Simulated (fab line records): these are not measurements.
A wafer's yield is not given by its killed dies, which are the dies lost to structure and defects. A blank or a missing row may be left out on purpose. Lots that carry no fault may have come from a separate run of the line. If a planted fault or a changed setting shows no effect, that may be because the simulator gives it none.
fab line records	flow nandHarc
record lots=24	wafers=72	lastDay=33
route steps=1302 shown P_M1@300 P_M2@330
lots untouched by any fault: they come from a run of this same line in which no faults occurred
startH: start of the lot's first displayed wafer, in hours after the record's first day	waitH: hours since the lot's step before	" same as the row above	L1.1+2: a row that stands for several wafers	- value missing, or start not given	* or withheld: withheld	< > ~ a bound
route shown NAME@n: a module of which the file shows steps, and the number in the route of the first	usual: average and standard deviation across the fault-free wafers	same: alike in all rows	chamber/n: place in a boat	sites: per-site readings	_std_site: standard deviation of those values	_edge_site: the outer-site mean with the inner-site mean subtracted	radiusMm: how far each site lies from the wafer's centre	mask NAME#n: copy n	behind: the last tool/chamber to shape the wafer	hold: the reason the lot was held/the length of the hold in hours/how it ended	device: transistor that didn't switch, given as n, p or np	end of line: at the end of the route, the tests of the same wafers	a step given without rows: its recipe and nothing more	killed: at the first sort, the dies lost to defects and structure; wafer yield is something else	map: per-die view of a wafer (x killed, . not killed, _ where there is no die)
set.NAME: the setting that was run; set.NAME@STEP: the one run at that earlier step	model.NAME: the simulator's own value behind a step, which no gauge read
the route's steps for a sample of lots (tables are steps, rows are wafers)
services: when a tool's chamber went out of use (startH, in hours from the record's first day, below 0 if earlier), for how many hours, and the reason
## steps
# step NHARC_P_M1_ETCH_15
# recipe targetDepthA=1825	timeS=91.2	c4f8FlowSccm=withheld	arFlowSccm=400	rfW=600	biasW=300	chemistry=C4F8/Ar
# usual oesProductAu=0.952/0.021	rfFwdPowerW=595.5/2.4	rfVppV=439.9/1.3
lot.wafer	tool	chamber	startH	waitH	oesProductAu	rfFwdPowerW	rfHoursCounterH	rfVppV
L074.3	rieDiel-13	0	-	-	0.964	597.7	8	439.8
L074.4	"	2	"	"	0.976	596.1	9	442.4
L074.6	"	0	"	"	0.968	599.9	-	438.5
L075.4	rieDiel-13	0	-	-	0.969	595.7	8	439.2
L075.3	"	1	"	"	0.989	598.5	9	438.8
L075.5	"	3	"	"	0.951	594.3	-	439.1
L076.1	rieDiel-06	2	-	-	0.960	591.7	1	440.5
L076.2	"	3	"	"	0.951	600.9	1	440.8
L076.4	"	1	"	"	0.951	598.5	-	439.5
L077.1	rieDiel-06	2	-	-	0.964	592.8	1	441.4
L077.6	"	2	"	"	0.948	592.4	-	441.0
L077.4	"	1	"	"	0.964	596.7	-	439.9
L078.1	rieDiel-06	3	-	-	0.953	598.5	3	440.2
L078.6	"	0	"	"	0.950	597.3	-	442.1
L078.5	"	1	"	"	0.967	597.4	-	437.5
L079.2	rieDiel-13	2	-	-	0.963	595.3	0	441.4
L079.1	"	3	"	"	0.968	594.6	0	440.6
L079.6	"	1	"	"	0.980	596.1	-	436.9
L080.4	rieDiel-06	1	-	-	0.955	594.6	4	438.3
L080.1	"	2	"	"	0.963	593.8	4	440.6
L080.5	"	1	"	"	0.969	595.3	-	439.2
L081.3	rieDiel-13	3	-	-	0.929	592.7	1	438.9
L081.2	"	0	"	"	0.918	598.1	2	441.3
L081.6	"	3	"	"	0.913	591.5	-	441.5
L082.2	rieDiel-13	2	-	-	0.982	597.2	3	441.2
L082.1	"	3	"	"	0.961	595.8	2	439.6
L082.4	"	1	"	"	0.970	593.3	3	440.3
L083.3	rieDiel-13	0	-	-	0.974	594.1	3	439.1
L083.6	"	2	"	"	0.960	596.0	-	441.9
L083.5	"	3	"	"	0.982	595.9	-	439.4
L084.4	rieDiel-02	0	-	-	0.976	592.8	1	441.0
L084.6	"	0	"	"	0.990	594.8	-	438.6
L084.5	"	1	"	"	0.977	596.3	-	437.0
L085.1	rieDiel-06	3	-	-	0.946	597.5	9	439.1
L085.3	"	0	"	"	0.958	597.7	6	441.9
L085.5	"	2	"	"	0.933	597.7	-	440.3
L086.3	rieDiel-13	1	-	-	0.931	596.4	4	439.3
L086.5	"	3	"	"	0.931	597.5	-	439.5
L086.6	"	0	"	"	0.922	596.5	-	439.9
L087.1	rieDiel-06	3	-	-	0.926	595.1	10	439.4
L087.2	"	0	"	"	0.930	596.0	6	440.1
L087.5	"	2	"	"	0.925	591.1	-	440.4
L088.4	rieDiel-13	0	-	-	0.922	594.1	6	440.5
L088.3	"	2	"	"	0.925	594.6	6	441.6
L088.6	"	1	"	"	0.931	591.6	-	439.4
L089.1	rieDiel-06	1	-	-	0.930	594.5	12	438.9
L089.3	"	0	"	"	0.919	598.5	10	439.2
L089.6	"	1	"	"	0.926	595.5	-	440.3
L090.3	rieDiel-06	3	-	-	0.960	596.1	14	439.9
L090.4	"	0	"	"	0.983	595.2	12	439.5
L090.5	"	2	"	"	0.973	591.7	-	439.5
L091.3	rieDiel-06	3	-	-	0.915	598.1	16	441.1
L091.6	"	3	"	"	0.921	597.5	-	439.3
L091.5	"	0	"	"	0.925	597.8	-	439.4
L092.3	rieDiel-13	0	-	-	0.915	598.8	8	439.6
L092.1	"	3	"	"	0.925	592.2	7	439.2
L092.6	"	0	"	"	0.915	597.8	-	439.9
L093.2	rieDiel-06	0	-	-	0.956	597.7	0	440.8
L093.1	"	1	"	"	0.953	596.0	0	438.9
L093.6	"	0	"	"	0.951	598.6	-	441.4
L094.3	rieDiel-13	0	-	-	0.939	596.8	9	439.6
L094.2	"	3	"	"	0.976	594.3	8	441.0
L094.6	"	0	"	"	0.958	596.4	-	438.3
L095.2	rieDiel-13	2	-	-	0.980	595.2	10	442.7
L095.4	"	3	"	"	0.972	591.4	8	440.2
L095.3	"	0	"	"	0.960	596.8	10	437.2
L096.3	rieDiel-06	3	-	-	0.969	596.4	2	440.3
L096.1	"	0	"	"	0.964	599.7	2	440.8
L096.2	"	2	"	"	0.931	588.9	2	439.2
L097.1	rieDiel-13	1	-	-	0.985	595.2	0	439.2
L097.6	"	3	"	"	0.960	597.3	-	439.2
L097.5	"	0	"	"	0.961	594.5	-	438.5
# step NHARC_P_M1_DEGAS_29
# recipe tempC=250	timeS=60
# usual heaterPowerW=358/33	susceptorTempC=249.98/0.2
lot.wafer	tool	chamber	startH	waitH	heaterPowerW	susceptorTempC
L074.3	pvdSputter-01	-	132.93	-	400	249.91
L074.4	"	-	"	"	388	249.85
L074.6	"	-	"	"	384	249.82
L075.3	pvdSputter-03	-	135.55	-	336	249.97
L075.4	"	-	"	"	353	250.34
L075.5	"	-	"	"	338	249.88
L076.1	pvdSputter-01	-	147.32	-	335	249.90
L076.4	"	-	"	"	371	250.07
L076.2	"	-	"	"	401	250.02
L077.4	pvdSputter-01	-	156.16	-	342	250.09
L077.1	"	-	"	"	405	249.84
L077.6	"	-	"	"	336	250.05
L078.1	pvdSputter-02	-	169.54	-	373	-
L078.6	"	-	"	"	348	-
L078.5	"	-	"	"	378	-
L079.1	pvdSputter-02	-	179.48	-	349	-
L079.2	"	-	"	"	385	-
L079.6	"	-	"	"	378	-
L080.4	pvdSputter-02	-	185.12	-	290	250.36
L080.1	"	-	"	"	351	249.92
L080.5	"	-	"	"	335	250.13
L081.2	pvdSputter-03	-	203.01	-	323	249.76
L081.3	"	-	"	"	360	249.89
L081.6	"	-	"	"	326	249.74
L082.2	pvdSputter-03	-	209.00	-	341	250.00
L082.1	"	-	"	"	329	249.82
L082.4	"	-	"	"	322	249.89
L083.3	pvdSputter-01	-	216.81	-	410	249.72
L083.5	"	-	"	"	386	250.18
L083.6	"	-	"	"	406	249.93
L084.4	pvdSputter-02	-	233.72	-	342	-
L084.6	"	-	"	"	348	-
L084.5	"	-	"	"	378	-
L085.3	pvdSputter-01	-	242.22	-	355	249.76
L085.1	"	-	"	"	404	249.94
L085.5	"	-	"	"	369	249.75
L086.3	pvdSputter-03	-	248.77	-	366	250.10
L086.6	"	-	"	"	361	250.01
L086.5	"	-	"	"	323	249.51
L087.2	pvdSputter-01	-	252.17	-	328	250.26
L087.1	"	-	"	"	398	249.91
L087.5	"	-	"	"	373	250.15
L088.4	pvdSputter-01	-	275.88	-	374	250.07
L088.3	"	-	"	"	328	249.87
L088.6	"	-	"	"	412	249.92
L089.3	pvdSputter-03	-	276.08	-	372	249.84
L089.1	"	-	"	"	330	249.79
L089.6	"	-	"	"	319	249.85
L090.3	pvdSputter-03	-	293.59	-	319	249.77
L090.4	"	-	"	"	335	249.94
L090.5	"	-	"	"	322	249.83
L091.3	pvdSputter-01	-	304.44	-	327	250.18
L091.6	"	-	"	"	327	249.93
L091.5	"	-	"	"	402	250.40
L092.3	pvdSputter-02	-	307.30	-	294	249.85
L092.1	"	-	"	"	372	249.82
L092.6	"	-	"	"	344	250.01
L093.2	pvdSputter-01	-	318.98	-	327	-
L093.1	"	-	"	"	394	-
L093.6	"	-	"	"	378	-
L094.3	pvdSputter-03	-	333.04	-	331	250.25
L094.2	"	-	"	"	333	250.18
L094.6	"	-	"	"	332	250.34
L095.2	pvdSputter-02	-	339.78	-	369	249.69
L095.3	"	-	"	"	297	250.32
L095.4	"	-	"	"	399	250.18
L096.3	pvdSputter-01	-	344.42	-	337	250.14
L096.1	"	-	"	"	397	250.11
L096.2	"	-	"	"	407	249.89
L097.1	pvdSputter-02	-	358.20	-	293	249.93
L097.6	"	-	"	"	371	250.06
L097.5	"	-	"	"	295	249.88
# step NHARC_P_M2_INSPECT_11
# usual rawDefectCount=5.0/2.9
lot.wafer	tool	chamber	startH	waitH	rawDefectCount
L074.3	defectInspect-01	-	136.00	0.0	3
L074.4	"	-	"	"	0
L074.6	"	-	"	"	4
L075.3	defectInspect-02	-	138.61	0.0	8
L075.4	"	-	"	"	9
L075.5	"	-	"	"	8
L076.1	defectInspect-01	-	150.34	0.0	9
L076.2	"	-	"	"	2
L076.4	"	-	"	"	5
L077.1	defectInspect-02	-	159.28	0.0	5
L077.4	"	-	"	"	3
L077.6	"	-	"	"	7
L078.1	defectInspect-01	-	172.46	0.0	3
L078.5	"	-	"	"	1
L078.6	"	-	"	"	2
L079.1	defectInspect-01	-	182.61	0.0	5
L079.2	"	-	"	"	9
L079.6	"	-	"	"	9
L080.1	defectInspect-01	-	188.08	0.0	4
L080.4	"	-	"	"	3
L080.5	"	-	"	"	6
L081.2	defectInspect-02	-	205.94	0.0	6
L081.3	"	-	"	"	2
L081.6	"	-	"	"	3
L082.1	defectInspect-02	-	212.08	0.0	4
L082.2	"	-	"	"	4
L082.4	"	-	"	"	4
L083.3	defectInspect-02	-	219.88	0.0	3
L083.5	"	-	"	"	10
L083.6	"	-	"	"	2
L084.4	defectInspect-02	-	236.67	0.0	5
L084.5	"	-	"	"	2
L084.6	"	-	"	"	2
L085.1	defectInspect-02	-	245.46	0.0	2
L085.3	"	-	"	"	7
L085.5	"	-	"	"	6
L086.3	defectInspect-02	-	251.85	0.0	3
L086.5	"	-	"	"	4
L086.6	"	-	"	"	5
L087.1	defectInspect-02	-	255.26	0.0	1
L087.2	"	-	"	"	1
L087.5	"	-	"	"	3
L088.3	defectInspect-01	-	278.94	0.0	7
L088.4	"	-	"	"	9
L088.6	"	-	"	"	8
L089.1	defectInspect-01	-	279.25	0.0	4
L089.3	"	-	"	"	5
L089.6	"	-	"	"	6
L090.3	defectInspect-02	-	296.55	0.0	9
L090.4	"	-	"	"	3
L090.5	"	-	"	"	5
L091.3	defectInspect-02	-	307.51	0.0	4
L091.5	"	-	"	"	8
L091.6	"	-	"	"	6
L092.1	defectInspect-02	-	310.41	0.0	3
L092.3	"	-	"	"	11
L092.6	"	-	"	"	6
L093.1	defectInspect-02	-	322.07	0.0	11
L093.2	"	-	"	"	7
L093.6	"	-	"	"	8
L094.2	defectInspect-01	-	336.01	0.0	9
L094.3	"	-	"	"	6
L094.6	"	-	"	"	9
L095.2	defectInspect-01	-	342.87	0.0	4
L095.3	"	-	"	"	5
L095.4	"	-	"	"	5
L096.1	defectInspect-01	-	347.49	0.0	6
L096.2	"	-	"	"	4
L096.3	"	-	"	"	4
L097.1	defectInspect-02	-	361.29	0.0	5
L097.5	"	-	"	"	5
L097.6	"	-	"	"	6
# step NHARC_P_M2_CD_MEAS_16
# usual cdNm=170.1/0.67
lot.wafer	tool	chamber	startH	waitH	cdNm
L074.3	cdSem-01	-	136.50	0.1	169.4
L074.4	"	-	"	"	169.9
L074.6	"	-	"	"	169.3
L075.3	cdSem-01	-	138.98	-	169.7
L075.4	"	-	"	"	169.5
L075.5	"	-	"	"	170.4
L076.1	cdSem-03	-	150.70	-	169.1
L076.2	"	-	"	"	169.2
L076.4	"	-	"	"	170.0
L077.1	cdSem-03	-	159.65	-	170.7
L077.4	"	-	"	"	169.7
L077.6	"	-	"	"	170.0
L078.1	cdSem-01	-	172.83	-	169.5
L078.5	"	-	"	"	169.7
L078.6	"	-	"	"	170.0
L079.1	cdSem-03	-	182.98	-	168.6
L079.2	"	-	"	"	168.5
L079.6	"	-	"	"	168.3
L080.1	cdSem-02	-	188.45	-	170.8
L080.4	"	-	"	"	171.4
L080.5	"	-	"	"	170.8
L081.2	cdSem-01	-	206.31	-	170.3
L081.3	"	-	"	"	170.7
L081.6	"	-	"	"	170.3
L082.1	cdSem-01	-	212.45	-	169.0
L082.2	"	-	"	"	170.4
L082.4	"	-	"	"	170.0
L083.3	cdSem-03	-	220.29	-	169.9
L083.5	"	-	"	"	170.0
L083.6	"	-	"	"	169.8
L084.4	cdSem-01	-	237.05	-	170.7
L084.5	"	-	"	"	169.5
L084.6	"	-	"	"	170.2
L085.1	cdSem-02	-	245.82	-	169.6
L085.3	"	-	"	"	169.4
L085.5	"	-	"	"	169.8
L086.3	cdSem-01	-	252.22	-	171.1
L086.5	"	-	"	"	170.7
L086.6	"	-	"	"	171.6
L087.1	cdSem-02	-	255.62	-	170.5
L087.2	"	-	"	"	169.6
L087.5	"	-	"	"	170.3
L088.3	cdSem-03	-	279.31	-	169.4
L088.4	"	-	"	"	170.3
L088.6	"	-	"	"	169.8
L089.1	cdSem-03	-	279.62	-	170.4
L089.3	"	-	"	"	171.0
L089.6	"	-	"	"	171.2
L090.3	cdSem-01	-	296.93	-	170.7
L090.4	"	-	"	"	170.2
L090.5	"	-	"	"	170.4
L091.3	cdSem-02	-	307.89	-	169.5
L091.5	"	-	"	"	169.9
L091.6	"	-	"	"	170.8
L092.1	cdSem-03	-	310.77	-	170.4
L092.3	"	-	"	"	170.3
L092.6	"	-	"	"	170.2
L093.1	cdSem-03	-	322.43	-	171.2
L093.2	"	-	"	"	171.0
L093.6	"	-	"	"	171.5
L094.2	cdSem-02	-	336.38	-	170.2
L094.3	"	-	"	"	169.6
L094.6	"	-	"	"	169.5
L095.2	cdSem-02	-	343.23	-	170.2
L095.3	"	-	"	"	169.7
L095.4	"	-	"	"	170.5
L096.1	cdSem-02	-	347.86	-	169.9
L096.2	"	-	"	"	170.7
L096.3	"	-	"	"	170.5
L097.1	cdSem-02	-	361.65	-	170.2
L097.5	"	-	"	"	169.7
L097.6	"	-	"	"	170.1
# step NHARC_P_M2_ANNEAL_31
# recipe tempC=225	timeS=90
# usual wafer_temp_C_max=225.73/0.22
lot.wafer	tool	chamber	startH	waitH	wafer_temp_C_max
L074.3	rtpAnneal-02	0	138.17	0.3	225.31
L074.4	"	0	"	"	226.02
L074.6	"	0	"	"	225.60
L075.3	rtpAnneal-01	0	140.54	-	226.19
L075.4	"	0	"	"	225.89
L075.5	"	0	"	"	225.68
L076.1	rtpAnneal-01	0	152.16	-	225.81
L076.2	"	0	"	"	225.76
L076.4	"	0	"	"	225.91
L077.1	rtpAnneal-02	0	161.11	-	225.61
L077.4	"	0	"	"	225.67
L077.6	"	0	"	"	225.77
L078.1	rtpAnneal-01	0	174.28	-	225.66
L078.5	"	0	"	"	225.32
L078.6	"	0	"	"	225.51
L079.1	rtpAnneal-02	0	184.50	-	225.70
L079.2	"	0	"	"	225.80
L079.6	"	0	"	"	225.41
L080.1	rtpAnneal-01	0	189.90	-	225.30
L080.4	"	0	"	"	225.59
L080.5	"	0	"	"	225.47
L081.2	rtpAnneal-01	0	207.81	-	225.83
L081.3	"	0	"	"	225.77
L081.6	"	0	"	"	225.80
L082.1	rtpAnneal-01	0	213.93	0.3	225.93
L082.2	"	0	"	"	225.83
L082.4	"	0	"	"	225.53
L083.3	rtpAnneal-01	0	221.84	0.3	226.14
L083.5	"	0	"	"	225.76
L083.6	"	0	"	"	225.95
L084.4	rtpAnneal-01	0	238.64	0.4	225.55
L084.5	"	0	"	"	225.71
L084.6	"	0	"	"	225.63
L085.1	rtpAnneal-01	0	247.27	0.3	225.84
L085.3	"	0	"	"	225.91
L085.5	"	0	"	"	225.64
L086.3	rtpAnneal-02	0	253.77	-	225.58
L086.5	"	0	"	"	225.91
L086.6	"	0	"	"	226.01
L087.1	rtpAnneal-01	0	257.07	-	225.74
L087.2	"	0	"	"	225.60
L087.5	"	0	"	"	226.07
L088.3	rtpAnneal-01	0	280.92	-	225.87
L088.4	"	0	"	"	225.77
L088.6	"	0	"	"	225.56
L089.1	rtpAnneal-02	0	281.06	-	225.72
L089.3	"	0	"	"	225.76
L089.6	"	0	"	"	225.83
L090.3	rtpAnneal-01	0	298.48	-	225.80
L090.4	"	0	"	"	226.25
L090.5	"	0	"	"	225.88
L091.3	rtpAnneal-01	0	309.44	0.3	225.90
L091.5	"	0	"	"	226.15
L091.6	"	0	"	"	225.58
L092.1	rtpAnneal-01	0	312.23	-	225.45
L092.3	"	0	"	"	225.64
L092.6	"	0	"	"	225.71
L093.1	rtpAnneal-01	0	323.88	0.3	225.67
L093.2	"	0	"	"	225.31
L093.6	"	0	"	"	225.60
L094.2	rtpAnneal-01	0	337.88	0.3	225.63
L094.3	"	0	"	"	225.86
L094.6	"	0	"	"	225.88
L095.2	rtpAnneal-02	0	344.73	-	225.59
L095.3	"	0	"	"	225.36
L095.4	"	0	"	"	225.84
L096.1	rtpAnneal-01	0	349.32	0.3	225.83
L096.2	"	0	"	"	225.96
L096.3	"	0	"	"	225.56
L097.1	rtpAnneal-02	0	363.13	0.3	225.75
L097.5	"	0	"	"	225.79
L097.6	"	0	"	"	226.03
# step NHARC_P_M2_DEP_33
# recipe targetThkA=300	tempC=370	targetThkNm=30	pressureTorr=3	flowSccm=200	rfW=450	material=SiCN
# usual heaterPowerW=574/100	rfFwdPowerW=449.0/1.6	susceptorTempC=370.01/0.22
lot.wafer	tool	chamber	startH	waitH	heaterPowerW	rfFwdPowerW	susceptorTempC
L074.3	pecvd-02	1	139.03	0.1	743	445.8	370.13
L074.4	"	1	"	"	712	449.0	370.11
L074.6	"	2	"	"	523	446.5	370.45
L075.3	pecvd-03	0	141.51	0.1	575	448.5	369.83
L075.5	"	2	"	"	513	448.6	370.22
L075.4	"	0	"	"	611	449.2	370.06
L076.2	pecvd-01	2	153.16	0.1	429	451.1	369.66
L076.1	"	0	"	"	481	449.5	369.69
L076.4	"	2	"	"	428	450.4	369.49
L077.1	pecvd-02	1	162.17	0.1	627	444.9	369.76
L077.6	"	0	"	"	431	448.1	369.91
L077.4	"	1	"	"	638	447.0	370.25
L078.1	pecvd-02	0	175.31	0.1	470	450.3	370.33
L078.6	"	2	"	"	477	451.0	370.07
L078.5	"	1	"	"	594	448.1	370.18
L079.2	pecvd-02	1	185.47	0.1	723	450.0	370.28
L079.1	"	0	"	"	454	447.0	369.94
L079.6	"	0	"	"	440	448.3	369.98
L080.1	pecvd-01	2	191.17	0.1	526	450.7	369.74
L080.4	"	2	"	"	511	450.7	370.11
L080.5	"	0	"	"	526	447.0	369.99
L081.2	pecvd-01	2	208.72	0.1	496	447.3	370.12
L081.3	"	1	"	"	733	451.2	370.42
L081.6	"	2	"	"	495	447.9	370.11
L082.2	pecvd-01	0	214.93	0.1	562	449.4	370.13
L082.1	"	1	"	"	616	448.0	369.90
L082.4	"	2	"	"	489	449.5	369.94
L083.3	pecvd-01	1	222.78	0.1	685	449.9	369.96
L083.6	"	2	"	"	513	450.0	370.09
L083.5	"	0	"	"	531	449.9	369.79
L084.5	pecvd-01	2	239.57	0.2	516	447.8	369.98
L084.4	"	0	"	"	533	447.4	370.10
L084.6	"	1	"	"	723	450.0	370.26
L085.3	pecvd-02	1	248.24	0.1	805	451.3	370.17
L085.1	"	2	"	"	563	449.5	370.15
L085.5	"	0	"	"	521	447.8	369.89
L086.3	pecvd-03	2	254.62	0.1	562	448.7	370.24
L086.5	"	2	"	"	565	449.5	369.80
L086.6	"	0	"	"	546	449.0	369.79
L087.1	pecvd-02	1	258.07	0.1	742	451.0	369.78
L087.2	"	2	"	"	525	449.9	370.16
L087.5	"	0	"	"	510	446.5	369.66
L088.3	pecvd-02	1	281.82	0.1	691	446.8	370.26
L088.4	"	1	"	"	669	445.7	370.08
L088.6	"	2	"	"	542	451.5	369.99
L089.1	pecvd-01	2	282.03	0.1	493	449.3	369.44
L089.3	"	0	"	"	477	450.6	369.52
L089.6	"	0	"	"	487	447.8	369.85
L090.3	pecvd-01	0	299.38	0.1	543	449.5	369.82
L090.4	"	2	"	"	473	448.2	369.52
L090.5	"	0	"	"	538	450.2	369.83
L091.3	pecvd-01	0	310.38	0.1	501	449.8	369.63
L091.5	"	1	"	"	707	447.7	370.02
L091.6	"	0	"	"	500	450.5	370.08
L092.3	pecvd-02	1	313.25	0.1	739	448.4	369.87
L092.1	"	2	"	"	465	446.5	369.93
L092.6	"	1	"	"	725	446.9	370.02
L093.2	pecvd-03	1	324.84	0.1	628	448.3	370.21
L093.1	"	0	"	"	598	451.0	370.05
L093.6	"	2	"	"	535	448.8	370.15
L094.2	pecvd-02	2	338.83	0.1	488	449.0	370.11
L094.3	"	0	"	"	506	449.2	369.72
L094.6	"	1	"	"	752	448.1	370.09
L095.2	pecvd-02	1	345.68	0.1	739	447.5	369.93
L095.3	"	2	"	"	496	450.9	370.43
L095.4	"	2	"	"	507	449.4	370.12
L096.3	pecvd-03	2	350.28	0.1	457	450.0	370.54
L096.1	"	0	"	"	599	449.5	369.96
L096.2	"	1	"	"	682	449.8	369.89
L097.1	pecvd-01	0	364.09	0.1	613	448.4	370.30
L097.6	"	1	"	"	646	447.4	369.98
L097.5	"	2	"	"	464	450.0	370.22
## services
tool	chamber	startH	hours	kind
pvdSputter-02	-	111.12	24.5	repair
rieDiel-06	0	118.18	47.1	repair
rieDiel-06	1	121.51	16.6	repair
pecvd-01	-	130.15	13.0	pm
rieDiel-06	-	130.59	9.0	pm
rieDiel-13	-	165.00	9.0	pm
pvdSputter-03	-	170.05	10.0	pm
rieDiel-13	3	183.55	3.9	repair
pecvd-03	-	185.40	13.0	pm
pecvd-02	0	192.05	4.1	repair
pecvd-01	-	204.86	1.4	repair
pvdSputter-01	-	226.00	10.0	pm
pecvd-02	-	227.22	13.0	pm
pvdSputter-02	-	282.00	10.0	pm
rieDiel-06	3	282.38	6.4	repair
pvdSputter-01	-	293.15	3.6	repair
pvdSputter-02	-	294.71	1.7	repair
rieDiel-06	-	307.59	9.0	pm
rieDiel-13	1	310.49	7.6	repair
pecvd-01	-	311.15	13.0	pm
pecvd-01	-	329.37	1.4	repair
rieDiel-13	-	336.36	2.4	repair
rieDiel-13	-	342.00	9.0	pm
pvdSputter-03	-	348.05	10.0	pm
## key
fault none
